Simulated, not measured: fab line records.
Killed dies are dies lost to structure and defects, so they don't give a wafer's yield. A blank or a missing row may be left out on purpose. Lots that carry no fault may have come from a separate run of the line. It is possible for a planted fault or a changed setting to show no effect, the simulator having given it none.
Chamber matching / flow nand harc / rie diel-13 running NHARC_P_M1_DESCUM_14: 4 sister chambers
The step chemistry O2, time 3 s. 24 wafers are shown with their chamber, then 12 later ones without.

WAFERS, EACH WITH ITS CHAMBER
wafer=L075.1; chamber=2; drypump motor current A (A)=5.3; oes product au (a.u.)=0.996; rf vpp V (V)=57.8
wafer=L075.4; chamber=0; drypump motor current A (A)=5.9; oes product au (a.u.)=0.986; rf vpp V (V)=56.5
wafer=L075.6; chamber=2; drypump motor current A (A)=5.3; oes product au (a.u.)=0.998; rf vpp V (V)=57.5
wafer=L077.4; chamber=0; drypump motor current A (A)=5.9; oes product au (a.u.)=0.987; rf vpp V (V)=57.5
wafer=L077.5; chamber=1; drypump motor current A (A)=5.2; oes product au (a.u.)=0.981; rf vpp V (V)=58.7
wafer=L077.6; chamber=0; drypump motor current A (A)=5.9; oes product au (a.u.)=0.980; rf vpp V (V)=56.1
wafer=L078.2; chamber=0; drypump motor current A (A)=5.8; oes product au (a.u.)=0.994; rf vpp V (V)=57.8
wafer=L078.4; chamber=3; drypump motor current A (A)=5.1; oes product au (a.u.)=1.004; rf vpp V (V)=56.8
wafer=L078.6; chamber=2; drypump motor current A (A)=5.3; oes product au (a.u.)=0.992; rf vpp V (V)=57.9
wafer=L076.1; chamber=1; drypump motor current A (A)=5.2; oes product au (a.u.)=0.964; rf vpp V (V)=58.5
wafer=L076.4; chamber=0; drypump motor current A (A)=5.8; oes product au (a.u.)=0.986; rf vpp V (V)=57.9
wafer=L076.6; chamber=2; drypump motor current A (A)=5.3; oes product au (a.u.)=0.997; rf vpp V (V)=59.3
wafer=L080.3; chamber=2; drypump motor current A (A)=5.3; oes product au (a.u.)=1.012; rf vpp V (V)=58.3
wafer=L080.4; chamber=0; drypump motor current A (A)=5.9; oes product au (a.u.)=0.991; rf vpp V (V)=57.8
wafer=L080.6; chamber=2; drypump motor current A (A)=5.3; oes product au (a.u.)=0.997; rf vpp V (V)=58.7
wafer=L083.3; chamber=1; drypump motor current A (A)=5.2; oes product au (a.u.)=0.976; rf vpp V (V)=57.3
wafer=L083.4; chamber=2; drypump motor current A (A)=5.3; oes product au (a.u.)=1.001; rf vpp V (V)=57.0
wafer=L083.5; chamber=0; drypump motor current A (A)=5.8; oes product au (a.u.)=0.992; rf vpp V (V)=57.5
wafer=L084.1; chamber=2; drypump motor current A (A)=5.3; oes product au (a.u.)=1.002; rf vpp V (V)=59.2
wafer=L084.4; chamber=0; drypump motor current A (A)=5.9; oes product au (a.u.)=0.983; rf vpp V (V)=57.8
wafer=L084.5; chamber=3; drypump motor current A (A)=5.1; oes product au (a.u.)=1.004; rf vpp V (V)=57.8
wafer=L087.2; chamber=3; drypump motor current A (A)=5.1; oes product au (a.u.)=0.998; rf vpp V (V)=59.1
wafer=L087.5; chamber=3; drypump motor current A (A)=5.1; oes product au (a.u.)=0.991; rf vpp V (V)=58.0
wafer=L087.6; chamber=2; drypump motor current A (A)=5.3; oes product au (a.u.)=0.998; rf vpp V (V)=58.5

SIGNATURES, as means of the wafers listed above
reading=drypump motor current A; chamber 0=5.862; chamber 1=5.200; chamber 2=5.300; chamber 3=5.100; scatter within a chamber=0.0306
reading=oes product au; chamber 0=0.98738; chamber 1=0.97367; chamber 2=0.99922; chamber 3=0.99925; scatter within a chamber=0.0058
reading=rf vpp V; chamber 0=57.362; chamber 1=58.167; chamber 2=58.244; chamber 3=57.925; scatter within a chamber=0.767
Rule: for each reading, subtract the chamber's mean from the wafer's reading, divide by that reading's scatter and square the result; add these up over the readings and take the root, which gives the wafer's distance from the chamber. If the next closest chamber is less than 2 further off than the closest, the wafer can't be placed; otherwise it belongs to the closest. How the scatter is found: for the shown wafers, subtract from each reading the mean of its chamber, square and add these, divide the total by (wafers less chambers), then take the root.

WAFERS WITH NO CHAMBER GIVEN
wafer=L089.1; drypump motor current A (A)=5.2; oes product au (a.u.)=0.970; rf vpp V (V)=59.0
wafer=L089.4; drypump motor current A (A)=5.3; oes product au (a.u.)=1.001; rf vpp V (V)=57.9
wafer=L089.5; drypump motor current A (A)=5.1; oes product au (a.u.)=1.012; rf vpp V (V)=55.9
wafer=L090.1; drypump motor current A (A)=5.1; oes product au (a.u.)=1.007; rf vpp V (V)=58.1
wafer=L090.2; drypump motor current A (A)=5.2; oes product au (a.u.)=0.969; rf vpp V (V)=56.1
wafer=L090.5; drypump motor current A (A)=5.8; oes product au (a.u.)=0.976; rf vpp V (V)=58.7
wafer=L094.2; drypump motor current A (A)=5.2; oes product au (a.u.)=0.979; rf vpp V (V)=57.9
wafer=L094.3; drypump motor current A (A)=5.1; oes product au (a.u.)=1.004; rf vpp V (V)=56.5
wafer=L094.4; drypump motor current A (A)=5.9; oes product au (a.u.)=0.980; rf vpp V (V)=58.9
wafer=L096.3; drypump motor current A (A)=5.1; oes product au (a.u.)=1.003; rf vpp V (V)=57.9
wafer=L096.4; drypump motor current A (A)=5.8; oes product au (a.u.)=0.989; rf vpp V (V)=58.0
wafer=L096.5; drypump motor current A (A)=5.1; oes product au (a.u.)=1.006; rf vpp V (V)=57.0

CHAMBER TAKEN BY EACH
wafer=L089.1; from the rows above=1; in truth=1
wafer=L089.4; from the rows above=2; in truth=2
wafer=L089.5; from the rows above=3; in truth=3
wafer=L090.1; from the rows above=3; in truth=3
wafer=L090.2; from the rows above=1; in truth=1
wafer=L090.5; from the rows above=0; in truth=0
wafer=L094.2; from the rows above=1; in truth=1
wafer=L094.3; from the rows above=3; in truth=3
wafer=L094.4; from the rows above=0; in truth=0
wafer=L096.3; from the rows above=3; in truth=3
wafer=L096.4; from the rows above=0; in truth=0
wafer=L096.5; from the rows above=3; in truth=3
Correct placement for 12 of the 12. Number that these rows cannot place: 0. 0 placed wrongly.
